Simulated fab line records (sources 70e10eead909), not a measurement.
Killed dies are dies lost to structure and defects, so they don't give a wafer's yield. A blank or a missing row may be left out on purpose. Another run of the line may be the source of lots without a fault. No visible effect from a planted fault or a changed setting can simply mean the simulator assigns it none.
Comparing a struck lot with a sound one ; flow nand-harc ; 15 steps out of a route of 1302
Sound: these wafers, L179.2, L179.3, L179.4. Struck: wafer L173.5 (L173.1, L173.4, from the same lot, were not struck and are left out); the cause is given at the end.
For every step that has rows: the tool of each side, followed by ch and its chambers, followed by its first start. Under that, the readings that differ: sound wafers ; struck wafers ; difference of the means ; sigmas: that difference in standard deviations of wafers without a fault.
alike: words and numbers the same on both sides, and readings whose means are apart by under 2 such deviations; not compared: readings that were withheld, readings missing a value for some wafer, numbers with overlapping values and no deviation given by the record, and bounds like >300 which may hide the same value.
A row with sigmas, a row that says differs or no value, or rows on one side alone: a step with any of these is where the two part. Numbers that don't overlap but have no deviation are shown without sigmas and don't part them. A reading that every wafer of one side lacks parts them only if that side has two wafers or more.

first, 2 steps without rows for these wafers: NHARC_A_CONTACT_STRIP_100 (strips in CF4/CHF3); NHARC_A_CONTACT_STRIP_101 (strips in O2/COS).
NHARC_A_CONTACT_ETCH_102: etches the open film in CF4/O2, target depth 100 nm, overetch 10 nm, time 55 s.
  sound on rie-diel-13 ch 0,1,3, day 27 10:30; struck on rie-diel-06 ch 3, day 25 22:52
  alike: cf4-flow-sccm, drypump-motor-current-A, oes-product-au, rf-fwd-power-W, rf-vpp-V, showerhead-plenum-p-Torr, throttle-valve-pct
  not compared: rf-hours-counter-h
NHARC_A_CONTACT_STRIP_55: strips in O2.
  sound on rie-diel-13 ch 1,2,3; struck on rie-diel-06 ch 2
  alike: drypump-motor-current-A, oes-product-au, rf-vpp-V, showerhead-plenum-p-Torr, throttle-valve-pct
  not compared: rf-hours-counter-h
then, 1 step without rows for these wafers: NHARC_A_CONTACT_STRIP_56 (strips in post etch residue remover, time 600 s).
NHARC_A_CONTACT_DEP_57: deposits aC, target thk 5300 nm.
  sound on acl-dep-02 ch 0, day 27 12:29; struck on acl-dep-01 ch 0, day 26 01:28
  alike: throttle-valve-pct
NHARC_A_CONTACT_DEP_58: deposits SiON, target thk 90 nm.
  sound on pecvd-01 ch 0,1,2, day 27 15:11; struck on pecvd-02 ch 0, day 26 03:11
reading;sound;struck;difference;sigmas
heater-power-outer-w (W);377 348 454;536;+143;+3
rf-fwd-power-W (W);349.6 349.5 349.6;346.5;-3.1;-3
  alike: heater-power-w
  not compared: since-wet-clean-h
then, 5 steps without rows for these wafers: NHARC_A_CONTACT_DEHYDRATE_59 (time 120 s); NHARC_A_CONTACT_HMDS_60 (time 30 s); NHARC_A_CONTACT_COAT_61 (time 75 s); NHARC_A_CONTACT_COAT_62 (time 65 s); NHARC_A_CONTACT_COAT_63 (resist thk 90 nm).
NHARC_A_CONTACT_SOFTBAKE_64: time 55 s.
  sound on litho-track-06 ch 0, day 27 15:00; struck on litho-track-01 ch 0, day 26 03:00
reading;sound;struck;difference;sigmas
heater-power-total-W (W);188.61 188.48 188.30;323.12;+134.66;+99 or more
following that, these wafers have no rows for 1 step: NHARC_A_CONTACT_EBR_65.
-- the record jumps here: 3 days lie between the struck wafers' starts before and after (it left off in module A_CONTACT and takes up again in module END, whose first step shown is number 1302 of the route) --
NHARC_END_SORT_01:
  sound on prober-01 ch 0, day 30 13:22; struck on prober-02 ch 0, day 28 18:01
  alike: killed-at-array, killed-at-other, killed-at-periphery, killed-dies, killed-open, killed-short

== WHERE THEY PART ==
At NHARC_A_CONTACT_DEP_58 first; at NHARC_A_CONTACT_SOFTBAKE_64 last (within this record only). Later steps at which nothing parts them and some readings are alike: NHARC_END_SORT_01.

WHY: whatever the simulator had introduced
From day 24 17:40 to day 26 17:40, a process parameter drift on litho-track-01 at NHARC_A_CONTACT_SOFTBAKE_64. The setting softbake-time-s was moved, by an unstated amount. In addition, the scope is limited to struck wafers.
